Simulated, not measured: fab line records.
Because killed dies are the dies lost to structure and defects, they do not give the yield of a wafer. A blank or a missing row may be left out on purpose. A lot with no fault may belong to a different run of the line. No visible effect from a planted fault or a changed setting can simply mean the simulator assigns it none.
Commonality check across tools ; flow nandHarc ; 12 lots, 36 wafers sampled

WHAT PROMPTED THE OPENING
At NHARC_END_SORT_01 the reading killedAtOther is flagged on 2 of 12 lots. No-fault wafers: 0.7, standard deviation 1.1.
Rule: a lot is flagged in two cases, either no wafer of it has a number, or all its wafers with numbers fall more than 4 standard deviations from that mean. All remaining lots are regarded as sound.

lot;measured;on;killedAtOther, wafer by wafer;flag
L597;day 25 04:08;prober-01;0 1 1;
L599;day 26 10:49;prober-02;0 0 0;
L604;day 27 13:40;prober-01;0 1 1;
L600;day 27 14:31;prober-02;2 3 3;
L603;day 27 22:22;prober-02;5 0 1;
L605;day 28 05:19;prober-01;3 0 0;
L609;day 30 00:38;prober-01;630 622 621;FLAGGED
L612;day 31 05:39;prober-01;590 592 590;FLAGGED
L610;day 31 10:38;prober-02;1 0 0;
L615;day 32 18:08;prober-01;0 1 0;
L616;day 32 23:49;prober-02;0 0 0;
L619;day 34 00:38;prober-01;1 1 1;
Averaged over the flagged lots the numbers come to 607.5, +606.8 from the usual (+99 or more standard deviations).

WHICH TOOL EACH LOT WENT THROUGH
The record holds 3 process steps before the reading, out of a route of 1302 steps. Every cell lists first the tool, next ch and the chambers used by the sampled wafers, and last the start.
lot;flag;NHARC_THIN_TSV_CMP_01;NHARC_THIN_TSV_STRIP_45;NHARC_THIN_TSV_DEP_47
L597;;cmp-01 ch 1,2,3, day 24 08:02;plasmaAsher-02 ch 0,1, day 24 10:21;pecvd-02 ch 0,1,2, day 24 11:08
L599;;cmp-02 ch 1,2, day 25 18:28;plasmaAsher-02 ch 0,1, day 25 20:50;pecvd-04 ch 0,1,2, day 25 21:41
L604;;cmp-02 ch 1,2, day 26 23:36;plasmaAsher-02 ch 0,1, day 27 01:49;pecvd-04 ch 0,2, day 27 02:37
L600;;cmp-01 ch 0,1, day 26 21:12;plasmaAsher-01 ch 1, day 26 23:33;pecvd-01 ch 0,1,2, day 27 00:26
L603;;cmp-01 ch 1,3, day 27 00:49;plasmaAsher-02 ch 0,1, day 27 03:20;pecvd-04 ch 0,2, day 27 04:06
L605;;cmp-04 ch 0,1,3, day 27 09:58;plasmaAsher-02 ch 0,1, day 27 12:19;pecvd-01 ch 0,1, day 27 13:04
L609;FLAGGED;cmp-01 ch 0,3, day 29 05:14;plasmaAsher-02 ch 0,1, day 29 07:41;pecvd-02 ch 0,2, day 29 08:32
L612;FLAGGED;cmp-04 ch 0,1,3, day 30 13:28;plasmaAsher-01 ch 0,1, day 30 15:43;pecvd-02 ch 0,1,2, day 30 16:34
L610;;cmp-02 ch 1,2, day 30 18:13;plasmaAsher-01 ch 1, day 30 20:33;pecvd-02 ch 1,2, day 30 21:21
L615;;cmp-02 ch 0,1,3, day 32 02:03;plasmaAsher-01 ch 0,1, day 32 04:22;pecvd-01 ch 0,1, day 32 05:16
L616;;cmp-02 ch 0,1,3, day 32 03:13;plasmaAsher-02 ch 0,1, day 32 05:37;pecvd-02 ch 1,2, day 32 06:23
L619;;cmp-01 ch 1,2,3, day 33 03:45;plasmaAsher-01 ch 0,1, day 33 06:08;pecvd-04 ch 0,1,2, day 33 06:53
What these steps do:
- NHARC_THIN_TSV_CMP_01: polishes.
- NHARC_THIN_TSV_STRIP_45: strips in O2.
- NHARC_THIN_TSV_DEP_47: deposits SiO2, target thk 200 nm.
- NHARC_END_SORT_01

FLAGGED AGAINST TOTAL, ONE TOOL AT A TIME (gauges that did the reading follow at the end)
step;tool;lots run;flagged;share of the flagged lots;sound lots run after its first flagged lot
NHARC_THIN_TSV_CMP_01;cmp-01;5;1;some;1 (L619)
NHARC_THIN_TSV_CMP_01;cmp-02;5;0;none;-
NHARC_THIN_TSV_CMP_01;cmp-04;2;1;some;0
NHARC_THIN_TSV_STRIP_45;plasmaAsher-01;5;1;some;3 (L610,L615,L619)
NHARC_THIN_TSV_STRIP_45;plasmaAsher-02;7;1;some;1 (L616)
NHARC_THIN_TSV_DEP_47;pecvd-01;3;0;none;-
NHARC_THIN_TSV_DEP_47;pecvd-02;5;2;all;2 (L610,L616)
NHARC_THIN_TSV_DEP_47;pecvd-04;4;0;none;-
NHARC_END_SORT_01;prober-01;7;2;all;2 (L615,L619)
NHARC_END_SORT_01;prober-02;5;0;none;-

THE TABLE: WHAT IT ALLOWS
2 rows of the table ran every flagged lot: pecvd-02 at NHARC_THIN_TSV_DEP_47, prober-01 at NHARC_END_SORT_01.
- pecvd-02 at NHARC_THIN_TSV_DEP_47: 2 of its 5 lots flagged. After the first flagged lot (L610, L616), sound lots still ran on it; a lasting fault on the whole tool would not permit that. On the flagged lots its readings are blank where sound lots have values: chamberPressureTorr, flowSccm, showerheadVppV, throttleValvePct.
- prober-01 at NHARC_END_SORT_01: 2 of its 7 lots flagged. After the first flagged lot (L615, L619), sound lots still ran on it; a lasting fault on the whole tool would not permit that.
None of the table's rows ran every flagged lot and, after the first, no sound lot.

WHAT WAS PUT IN BY THE SIMULATOR
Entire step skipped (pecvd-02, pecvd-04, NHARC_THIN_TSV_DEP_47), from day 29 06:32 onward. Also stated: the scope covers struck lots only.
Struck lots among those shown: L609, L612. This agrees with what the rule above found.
